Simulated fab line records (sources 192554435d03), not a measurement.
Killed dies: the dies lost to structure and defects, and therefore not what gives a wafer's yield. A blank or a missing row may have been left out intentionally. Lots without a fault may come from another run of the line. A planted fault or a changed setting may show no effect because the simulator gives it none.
One fault seen from 2 desks || flow n5-finfet || numbers are kept per desk, each desk with only its own; the story behind them comes last

## METROLOGY DESK
What the gauges read for every lot (on any tool): the sampled wafers with a number, averaged. Marked OUT: a lot whose mean sits more than 4 standard deviations from the usual mean, which makes it out of limits; the brackets give that distance. Readings shown: 7 out of 13 (the first out of limits, and those lying furthest out on some lot).
Columns: A = DIBL_P at N5_BEOL_M4_RC_MEAS_101, usual 36.5 mV/V; B = IOFF_N at N5_BEOL_M4_RC_MEAS_101, usual 0.158 nA/um; C = IOFF_P at N5_BEOL_M4_RC_MEAS_101, usual 0.21 nA/um; D = VT_N at N5_BEOL_M4_RC_MEAS_101, usual 250.4 mV; E = VT_P at N5_BEOL_M4_RC_MEAS_101, usual -250 mV; F = trench-depth-nm at N5_BEOL_M12_OCD_MEAS_35, usual 319 nm; G = M12_THK at N5_BEOL_M12_THK_MEAS_50, usual 325 nm
{"lot": "L670", "first seen here": "day 7 23:20", "A": 37.4, "B": 0.161, "C": 0.23, "D": 251.5, "E": -249, "F": 325, "G": 327}
{"lot": "L677", "first seen here": "day 9 18:52", "A": 37.2, "B": 0.149, "C": 0.24, "D": 249.2, "E": -245, "F": 329, "G": "629 (+48) OUT"}
{"lot": "L680", "first seen here": "day 10 01:27", "A": 34.9, "B": 0.137, "C": 0.19, "D": 252.8, "E": -252, "F": 311, "G": 318}
{"lot": "L681", "first seen here": "day 10 11:46", "A": 37.4, "B": 0.175, "C": 0.21, "D": 247.7, "E": -249, "F": 322, "G": 330}
{"lot": "L684", "first seen here": "day 11 15:15", "A": 39.2, "B": 0.196, "C": 0.29, "D": 245.0, "E": -242, "F": 323, "G": 329}
{"lot": "L685", "first seen here": "day 12 11:15", "A": 37.1, "B": 0.166, "C": 0.22, "D": 250.1, "E": -250, "F": 312, "G": 318}
{"lot": "L686", "first seen here": "day 12 12:49", "A": 35.3, "B": 0.140, "C": 0.18, "D": 250.4, "E": -253, "F": 319, "G": 326}
{"lot": "L691", "first seen here": "day 13 14:35", "A": 36.8, "B": 0.166, "C": 0.20, "D": 248.2, "E": -252, "F": 321, "G": 331}
{"lot": "L690", "first seen here": "day 13 19:52", "A": 36.3, "B": 0.168, "C": 0.24, "D": 250.7, "E": -247, "F": 322, "G": 325}
This desk's finding: out of limits on L677; first on L677, day 13 11:20 (M12_THK at N5_BEOL_M12_THK_MEAS_50). In limits: L670, L680, L681, L684, L685, L686, L691, L690.

## TOOL OWNER'S DESK, cmp-01
The tool's own readings at N5_BEOL_M12_CMP_49 (polishes, stops on SiOC, t overpolish 20.6 s, target thk 320 nm): means of the sampled wafers that have a number, for each lot that ran on this tool. Marked OUT: a lot whose mean sits more than 4 standard deviations from the usual mean, which makes it out of limits; the brackets give that distance.
Columns: A = barrier-field-endpoint-s at N5_BEOL_M12_CMP_49, usual 29.9 s; B = motor-current-A at N5_BEOL_M12_CMP_49, usual 6.0 A; C = overpolish-run-s at N5_BEOL_M12_CMP_49, usual 20.600 s
{"lot": "L677", "first seen here": "day 13 11:02", "A": "57.7 (+36) OUT", "B": 6.1, "C": "8.522 (-99 or more) OUT"}
Finding of this desk: L677 out of limits; the first was L677 at day 13 11:02, on barrier-field-endpoint-s at N5_BEOL_M12_CMP_49. In limits: none.

## ALL TOGETHER
The tool owner's desk could have raised an alarm at day 13 11:02, on L677.
The metrology desk could have raised an alarm at day 13 11:20, on L677.
The lots listed all ran N5_BEOL_M12_CMP_49 on cmp-01.

## WHAT THE SIMULATOR HAD INSERTED
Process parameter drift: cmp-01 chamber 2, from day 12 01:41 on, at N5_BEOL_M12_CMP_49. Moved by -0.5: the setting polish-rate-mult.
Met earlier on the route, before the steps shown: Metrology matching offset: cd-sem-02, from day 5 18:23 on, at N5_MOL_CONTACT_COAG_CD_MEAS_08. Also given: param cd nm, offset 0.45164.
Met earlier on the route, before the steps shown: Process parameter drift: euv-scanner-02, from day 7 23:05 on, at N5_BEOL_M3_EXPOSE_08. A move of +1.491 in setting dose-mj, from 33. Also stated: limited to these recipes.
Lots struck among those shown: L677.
Delay (hours) between the fault's onset and each desk's first out-of-limits reading: 33 at the tool owner's desk, 34 at the metrology desk.
